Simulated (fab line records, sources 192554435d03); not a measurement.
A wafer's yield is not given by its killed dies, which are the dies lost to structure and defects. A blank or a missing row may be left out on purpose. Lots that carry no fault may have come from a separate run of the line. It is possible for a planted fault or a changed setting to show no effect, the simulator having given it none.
Chamber matching || flow n5_finfet || 3 sister chambers for N5_BEOL_M1_ILD_DEP_00 on pecvd-02
The step deposits SiOC from DEMS/O2, target thk 79 nm, time 15.3 s. 3 wafers are shown with their chamber, then 7 later ones without.

## WAFERS, EACH WITH ITS CHAMBER
{"wafer": "L078.6", "chamber": 2, "throttle_valve_pct (%)": 10.8}
{"wafer": "L084.1", "chamber": 1, "throttle_valve_pct (%)": 12.4}
{"wafer": "L084.2", "chamber": 0, "throttle_valve_pct (%)": 11.9}

## WAFERS WITH NO CHAMBER GIVEN
{"wafer": "L084.4", "throttle_valve_pct (%)": 12.4}
{"wafer": "L090.4", "throttle_valve_pct (%)": 12.3}
{"wafer": "L090.5", "throttle_valve_pct (%)": 11.1}
{"wafer": "L090.6", "throttle_valve_pct (%)": 10.8}
{"wafer": "L096.1", "throttle_valve_pct (%)": 11.1}
{"wafer": "L096.2", "throttle_valve_pct (%)": 11.5}
{"wafer": "L096.3", "throttle_valve_pct (%)": 12.3}

## WHICH CHAMBER EACH ONE RAN IN
{"wafer": "L084.4", "from the rows above": 1, "in truth": 1}
{"wafer": "L090.4", "from the rows above": "can't be placed: 1 or 0", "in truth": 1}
{"wafer": "L090.5", "from the rows above": 2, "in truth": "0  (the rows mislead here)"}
{"wafer": "L090.6", "from the rows above": 2, "in truth": 2}
{"wafer": "L096.1", "from the rows above": 2, "in truth": 2}
{"wafer": "L096.2", "from the rows above": "can't be placed: 0 or 2", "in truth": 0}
{"wafer": "L096.3", "from the rows above": "can't be placed: 1 or 0", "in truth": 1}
Correct placement for 3 of the 7. Can't be placed from these rows: 3 (the true chamber is among the candidates in 3). Wrongly placed: 1.
How it was worked out, from the rows above alone: a wafer's distance from a chamber is the root of the sum, over the readings, of the square of ((its reading less the chamber's mean) divided by the reading's scatter). The wafer belongs to the nearest chamber; if the next one is less than 2 further off, it can't be placed. For every chamber, the mean is computed from those of its wafers that are shown. The scatter: root of mean squared gap, hidden wafer to nearest shown wafer, with one shown wafer a chamber.
